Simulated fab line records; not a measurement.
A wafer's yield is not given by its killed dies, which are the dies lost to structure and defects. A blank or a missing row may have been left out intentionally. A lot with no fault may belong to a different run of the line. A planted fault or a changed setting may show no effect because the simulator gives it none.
Problem report, 8D (eight disciplines) form, completed by code ; flow n5Finfet ; the parts of the form that need people (team, actions taken, sign-off) are left out

== 1. PROBLEM STATEMENT ==
Wafers without a fault read 425 with a standard deviation of 98, while rawDefectCount at N5_BEOL_M2_INSPECT_30 averages 1810 across 2 wafers of 1 lot. Relative to the usual mean, that is a shift of +14 standard deviations.
The step: inspects for defects (brightfield).
First observed at day 10 23:38: wafer L427.4, on defectInspect-02. At this step, 27 wafers from 9 lots have a number in the record. By rule, "out" or "out of limits" means more than 4 standard deviations away from the usual mean. All remaining wafers that have a number are taken as sound.

== 2. WHAT IT IS, AND WHAT IT ISN'T ==
question;is;is not
which readings at this step;rawDefectCount;-
which lots;L427;L412, L413, L416, L417, L418, L422, L431, L433
which wafers of those lots;L427.4, L427.6;L427.3
read on which gauges;defectInspect-02;defectInspect-01
when;from day 10 23:38;"up to then (19 sound wafers); but 6 sound wafers of L431, L433 came after"

== 3. WHAT RULES OUT EACH SUSPECT ==
Counting: any tool at a process step up to the reading remains a suspect provided it ran every lot that is out. Sound lots after the first of them don't rule it out here, since some wafers of a struck lot are sound.
- the gauge at N5_BEOL_M2_INSPECT_30: ruled out. All the wafers that are out were read on defectInspect-02, but those of them that N5_PASSIVATION_PROBE_49 has rows for are out there too, on other tools.
- rieDiel-06 at N5_BEOL_M2_ETCH_64 (etches SOC in N2/H2, target depth 75 nm, overetch 22.5 nm, time 121.9 s): kept. The lot that is out, L427, ran on it at day 10 22:44; the last sound lot it ran before that was L422, at day 9 16:53.
- At N5_BEOL_M2_ETCH_64 on rieDiel-06, chamber 2 took the sound wafers of the same lots and chamber 1 took the wafers that are out.
Left after counting: rieDiel-06 at N5_BEOL_M2_ETCH_64.

== 4. THE CAUSE (what the simulator had put in) ==
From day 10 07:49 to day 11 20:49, rieDiel-06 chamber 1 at N5_BEOL_M2_ETCH_64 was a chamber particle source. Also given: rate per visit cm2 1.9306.
The count eliminated every tool but this one.

== 5. THE CHAIN OF EFFECTS, in route order ==
Each row: a reading whose mean over the struck wafers that have a number lies more than 3 standard deviations from the usual. Only readings whose record carries a usual standard deviation are examined. hours: median over the lots of the time between each lot's start at the first step of this table that gives one and its start at this step. sigmas: the change, counted in usual standard deviations.
hours;step;reading;usual;on struck wafers;change;sigmas
0;N5_BEOL_M2_INSPECT_30;rawDefectCount;425;1810;+1386;+14
186;N5_PASSIVATION_PROBE_49;defectLimitedYield;91.2 %;78.4;-12.8;-9.1
186;N5_PASSIVATION_PROBE_49;killed_at_M0_to_M3;34;192;+158;+17
186;N5_PASSIVATION_PROBE_49;killedDies;103;254;+151;+9.4
186;N5_PASSIVATION_PROBE_49;sort_bin_5_function;5.1 %;12.4;+7.3;+8.1
186;N5_PASSIVATION_PROBE_49;sortNPass;1077;926;-151;-9.4
186;N5_PASSIVATION_PROBE_49;sortYieldPct;91.2 %;78.4;-12.8;-9.1
It contains these process steps:
- N5_PASSIVATION_PROBE_49
At these later measuring or inspecting steps, every struck wafer for which the step has a row has a number for every such reading, and none has moved that far: N5_BEOL_M4_RC_MEAS_101.

== 6. WHAT WOULD HAVE CAUGHT IT SOONER ==
The first out-of-limits reading at a measuring or inspecting step in this record came at day 10 23:38, 16 hours after the fault's start at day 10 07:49.
Tool readings at N5_BEOL_M2_ETCH_64 with a usual standard deviation given in the record: none out on any struck wafer, hence no alarm at a limit of 4 standard deviations on them.
By day 10 23:38 the whole set of lots that are out, 1 in number, had already begun N5_BEOL_M2_ETCH_64 on rieDiel-06. Tool hold at that time: it would have spared none of them.
